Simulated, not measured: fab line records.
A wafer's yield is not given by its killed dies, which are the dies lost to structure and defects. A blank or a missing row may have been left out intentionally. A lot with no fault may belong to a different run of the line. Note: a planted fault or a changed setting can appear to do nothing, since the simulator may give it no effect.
Chamber matching | flow n5-finfet | rie-diel-02 running N5_BEOL_M11_ETCH_62: 4 sister chambers
The step etches SOC in N2/H2, target depth 110 nm, overetch 22 nm, time 165 s. 4 wafers are shown with their chamber, then 11 later ones without.

## WAFERS WITH THEIR CHAMBER
wafer  | chamber | showerhead-plenum-p-Torr (Torr)
L083.4 | 1       | 2.40
L083.5 | 0       | 2.57
L083.6 | 3       | 2.42
L084.2 | 2       | 2.71

## WAFERS WHOSE CHAMBER IS MISSING
wafer  | showerhead-plenum-p-Torr (Torr)
L084.4 | 2.57
L084.6 | 2.42
L085.1 | 2.71
L085.2 | 2.42
L085.6 | 2.42
L086.2 | 2.41
L086.5 | 2.71
L086.6 | 2.40
L091.1 | 2.41
L091.2 | 2.70
L091.4 | 2.56

## THE CHAMBER EACH PASSED THROUGH
wafer  | from the rows above     | in truth
L084.4 | 0                       | 0
L084.6 | 3                       | 3
L085.1 | 2                       | 2
L085.2 | 3                       | 3
L085.6 | 3                       | 3
L086.2 | can't be placed: 3 or 1 | 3
L086.5 | 2                       | 2
L086.6 | 1                       | 1
L091.1 | can't be placed: 3 or 1 | 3
L091.2 | 2                       | 2
L091.4 | 0                       | 0
9 of 11 placed correctly. From these rows, 2 cannot be placed; in 2 the true chamber is one of the candidates. Number placed wrongly: 0.
How it was worked out, from the rows above alone: a wafer's distance from a chamber is the root of the sum, over the readings, of the square of ((its reading less the chamber's mean) divided by the reading's scatter). The wafer belongs to the nearest chamber; if the next one is less than 2 further off, it can't be placed. The mean given for a chamber averages the wafers shown for that chamber. The scatter (one wafer shown for each chamber): square how far every hidden wafer sits from the nearest shown wafer, average those squares and take the square root.
